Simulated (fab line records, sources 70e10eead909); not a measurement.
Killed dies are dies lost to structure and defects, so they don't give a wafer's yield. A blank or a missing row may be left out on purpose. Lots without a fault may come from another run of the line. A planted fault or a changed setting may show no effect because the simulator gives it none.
fab line records | flow nand_harc
record lots=5 wafers=15 last_day=24
route steps=1159 shown P_ZERO_WELL@29 END@1159
lots that met no fault: from a run of the same line without faults
start_h: hours from the record's first day to the start of the lot's first wafer shown | wait_h: hours since the lot's step before | " the same as in the row above | L1.1+2: a row that stands for several wafers | - no value, or no start given | * or withheld: withheld | < > ~ a bound
route shown NAME@n: a module of which the file shows steps, and the number in the route of the first | usual: mean/standard deviation of fault-free wafers | same: alike in all rows | chamber/n: place in a boat | sites: the reading at each site | _std_site: their standard deviation | _edge_site: outer sites' mean less inner sites' | radius_mm: how far each site lies from the wafer's centre | mask NAME#n: copy n | behind: the tool/chamber that last shaped the wafer | hold: why the lot was held/for how many hours/how that ended | device: the transistor (n, p or np) that didn't switch | end of line: the same wafers' tests at the end of the route | a step without rows: its recipe alone | killed: dies lost to structure and defects at the first sort, not the wafer's yield | map: a wafer's dies, x killed, . not, _ none there
set.NAME: the setting as run; set.NAME@STEP: as run at that earlier step | model.NAME: the simulator's own value behind a step, which no gauge read
lots at some steps of the route; a table a step, a row a wafer
services: from which hour (start_h, from the record's first day; less than 0 if before it) a tool's chamber was out of use, for how many hours, and why
## steps
# step NHARC_P_ZERO_WELL_CD_MEAS_24
# recipe target_cd_nm=720 landing_energy_ev=500
# usual cd_nm=720.2/1.7
# columns lot.wafer tool chamber start_h wait_h cd_nm
L749.1 cd_sem-01 0 62.45 - 720.3
L749.4 " 0 " " 719.7
L749.5 " 0 " " 720.1
L754.2 cd_sem-01 0 92.59 - 720.8
L754.4 " 0 " " 720.6
L754.5 " 0 " " 718.6
L755.1 cd_sem-01 0 98.33 - 722.7
L755.3 " 0 " " 722.1
L755.4 " 0 " " 717.9
L761.1 cd_sem-03 0 134.61 - 721.1
L761.2 " 0 " " 721.7
L761.6 " 0 " " 720.6
L763.1 cd_sem-01 0 146.46 - 722.8
L763.2 " 0 " " 718.9
L763.4 " 0 " " 722.3
# step NHARC_P_ZERO_WELL_HARDBAKE_25
# recipe temp_c=125 time_s=80
# step NHARC_P_ZERO_WELL_DESCUM_26
# recipe time_s=3 o2_flow_sccm=200 ar_flow_sccm=0 bias_power_w=0 chemistry=O2
# usual drypump_motor_current_A=5.7/0.46 oes_product_au=0.998/0.011 rf_vpp_V=57.9/0.92 showerhead_plenum_p_Torr=1.91/0.076 throttle_valve_pct=11.311/0.0098
# columns lot.wafer tool chamber start_h wait_h drypump_motor_current_A oes_product_au rf_hours_counter_h rf_vpp_V showerhead_plenum_p_Torr throttle_valve_pct
L749.4 rie_diel-02 3 62.63 - 6.0 0.981 5.2 59.2 1.91 11.310
L749.1 " 0 " " 5.6 1.004 2.9 59.2 1.87 11.299
L749.5 " 3 " " 6.0 0.983 - 58.6 1.91 11.321
L754.4 rie_diel-10 2 92.75 - 5.8 1.009 5.5 57.3 1.85 11.323
L754.2 " 0 " " 6.1 0.997 5.9 58.0 1.96 11.283
L754.5 " 2 " " 5.8 1.010 - 57.2 1.85 11.321
L755.3 rie_diel-02 2 98.50 - 5.8 0.999 8.6 58.5 1.91 11.316
L755.4 " 3 " " 6.0 0.959 8.0 55.8 1.91 11.304
L755.1 " 1 " " 5.0 0.982 9.3 58.4 2.05 11.309
L761.2 rie_diel-02 3 134.79 - 6.0 0.979 9.6 57.1 1.91 11.330
L761.1 " 1 " " 5.0 0.995 11.6 58.5 2.05 11.308
L761.6 " 3 " " 6.0 0.975 - 58.2 1.91 11.296
L763.2 rie_diel-10 2 146.64 - 5.8 1.000 10.1 57.7 1.85 11.302
L763.1 " 0 " " 6.1 1.003 10.6 59.6 1.96 11.316
L763.4 " 0 " " 6.1 0.997 - 58.1 1.96 11.332
# step NHARC_P_ZERO_WELL_IMPLANT_27
# recipe energy_kev=600 dose_cm2=1e+13 tilt_deg=7
# step NHARC_P_ZERO_WELL_IMPLANT_57
# recipe energy_kev=250 dose_cm2=4e+12 tilt_deg=7
# step NHARC_P_ZERO_WELL_IMPLANT_58
# recipe energy_kev=100 dose_cm2=2e+12 tilt_deg=7
# step NHARC_P_ZERO_WELL_STRIP_28
# recipe time_s=840 temp_c=130 chemistry=SPM
# step NHARC_P_ZERO_WELL_DEHYDRATE_29
# recipe temp_c=150 time_s=120
# step NHARC_P_ZERO_WELL_HMDS_30
# recipe time_s=30
# step NHARC_P_ZERO_WELL_COAT_31
# recipe spin_rpm=withheld
# step NHARC_P_ZERO_WELL_SOFTBAKE_32
# recipe temp_c=122 time_s=95
# step NHARC_P_ZERO_WELL_EBR_33
# step NHARC_P_ZERO_WELL_EXPOSE_34
# recipe na=0.6 target_cd_nm=720 dose_mj=22.31 mask_id=P_PWELL
# columns lot.wafer tool chamber start_h wait_h mask
L749.1+4+5 krf_scanner-01 0 63.95 - P_PWELL_R1#0
L754.2+4+5 krf_scanner-04 0 94.20 - P_PWELL#0
L755.1+3+4 krf_scanner-04 0 99.69 - P_PWELL#0
L761.1+2+6 krf_scanner-01 0 135.97 - P_PWELL#0
L763.1+2+4 krf_scanner-01 0 147.98 - P_PWELL#0
# step NHARC_P_ZERO_WELL_PEB_35
# recipe peb_temp_c=118 peb_time_s=85
# step NHARC_P_ZERO_WELL_DEVELOP_36
# recipe time_s=70
# step NHARC_P_ZERO_WELL_CD_MEAS_37
# recipe target_cd_nm=720 landing_energy_ev=500
# usual cd_nm=720.3/1.8
# columns lot.wafer tool chamber start_h wait_h cd_nm
L749.1 cd_sem-02 0 64.11 - 787.3
L749.4 " 0 " " 786.7
L749.5 " 0 " " 788.3
L754.2 cd_sem-01 0 94.35 - 722.2
L754.4 " 0 " " 722.0
L754.5 " 0 " " 722.1
L755.1 cd_sem-01 0 99.85 - 720.4
L755.3 " 0 " " 722.2
L755.4 " 0 " " 718.7
L761.1 cd_sem-02 0 136.13 - 721.2
L761.2 " 0 " " 720.0
L761.6 " 0 " " 724.1
L763.1 cd_sem-03 0 148.14 - 721.8
L763.2 " 0 " " 718.2
L763.4 " 0 " " 719.8
# step NHARC_P_ZERO_WELL_HARDBAKE_38
# recipe temp_c=125 time_s=80
# step NHARC_END_SORT_01
# recipe temp_c=25
# usual killed_at_array=21/8.9 killed_at_other=0.8/1.3 killed_at_periphery=3.6/2.4 killed_dies=26/8.9 killed_open=3.1/1.8 killed_short=1.9/1.3
# same gross_dies=677
# columns lot.wafer tool chamber start_h wait_h killed_at_array killed_at_other killed_at_periphery killed_dies killed_open killed_short
L749.1 prober-02 0 485.01 2.5 37 0 5 42 4 0
L749.4 prober-02 0 487.39 3.4 48 0 7 55 2 3
L749.5 prober-02 0 488.19 3.7 30 1 11 42 4 3
# killed by level:class
L749.1 A_CHANNEL_HOLE_D1:chamber_film_flake=15 A_SLIT:chamber_film_flake=7 A_M0:chamber_film_flake=6 A_CONTACT:chamber_film_flake=4 P_GATE:chamber_film_flake=2 P_M2:geometric_particle:open=1 A_CHANNEL_FILL_D1:geometric_particle:open=1 A_SGD_CUT:geometric_particle:open=1
L749.4 A_CHANNEL_HOLE_D1:chamber_film_flake=21 A_SLIT:chamber_film_flake=15 A_M0:chamber_film_flake=5 P_GATE:chamber_film_flake=3 A_WL_FILL:geometric_particle:short=2 A_CONTACT:geometric_particle:open=2 P_M0:chamber_film_flake=2 P_ZERO_WELL:area_expose=2
L749.5 A_CHANNEL_HOLE_D1:chamber_film_flake=13 A_SLIT:chamber_film_flake=7 P_ZERO_WELL:area_expose=7 A_M0:chamber_film_flake=4 A_ONON_D1:geometric_particle:short=2 P_M0:geometric_particle:open=1 A_WL_FILL:geometric_particle:open=1 A_CONTACT:geometric_particle:open=1
## services
# columns tool chamber start_h hours kind
krf_scanner-01 0 44.25 - calibration
rie_diel-02 0 56.36 - clean
rie_diel-02 1 56.36 - clean
rie_diel-02 2 56.36 - clean
rie_diel-02 3 56.36 - clean
krf_scanner-01 - 75.16 0.2 repair
rie_diel-02 0 81.02 - clean
rie_diel-02 1 81.02 - clean
rie_diel-02 2 81.02 - clean
rie_diel-02 3 81.02 - clean
krf_scanner-01 - 82.40 0.2 repair
krf_scanner-01 - 90.57 0.8 repair
krf_scanner-01 - 95.65 4.0 pm
rie_diel-10 0 103.08 4.1 repair
rie_diel-02 0 105.52 - clean
rie_diel-02 1 105.52 - clean
rie_diel-02 2 105.52 - clean
rie_diel-02 3 105.52 - clean
krf_scanner-01 - 105.62 0.5 repair
krf_scanner-01 - 124.91 4.5 repair
krf_scanner-04 - 126.01 4.0 pm
rie_diel-02 0 130.02 - clean
rie_diel-02 1 130.02 - clean
rie_diel-10 3 145.65 39.6 repair
## key
first_sign step=NHARC_P_ZERO_WELL_EXPOSE_34 reading=mask direction=changed
effect step=NHARC_P_ZERO_WELL_CD_MEAS_37 reading=cd_nm direction=up sigmas=38 usual=720.3 struck=787.4
met_at NHARC_P_ZERO_WELL_EXPOSE_34
struck_wafers L749.1,L749.4,L749.5
tester_left_out L749
fault kind=wrong_mask tool=any chamber=- onset_h=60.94 steps=NHARC_P_ZERO_WELL_EXPOSE_34 aux_copy=P_PWELL_R1#0 cd_offset_nm=67.59 scope=struck_lots_only
# tester_left_out: of these lots the tester's yield and bins aren't shown, on N5 and GAA mostly nor the transistor test; their killed dies are dies lost to structure and defects alone, not to doping, threshold or leakage, so they don't give the yield
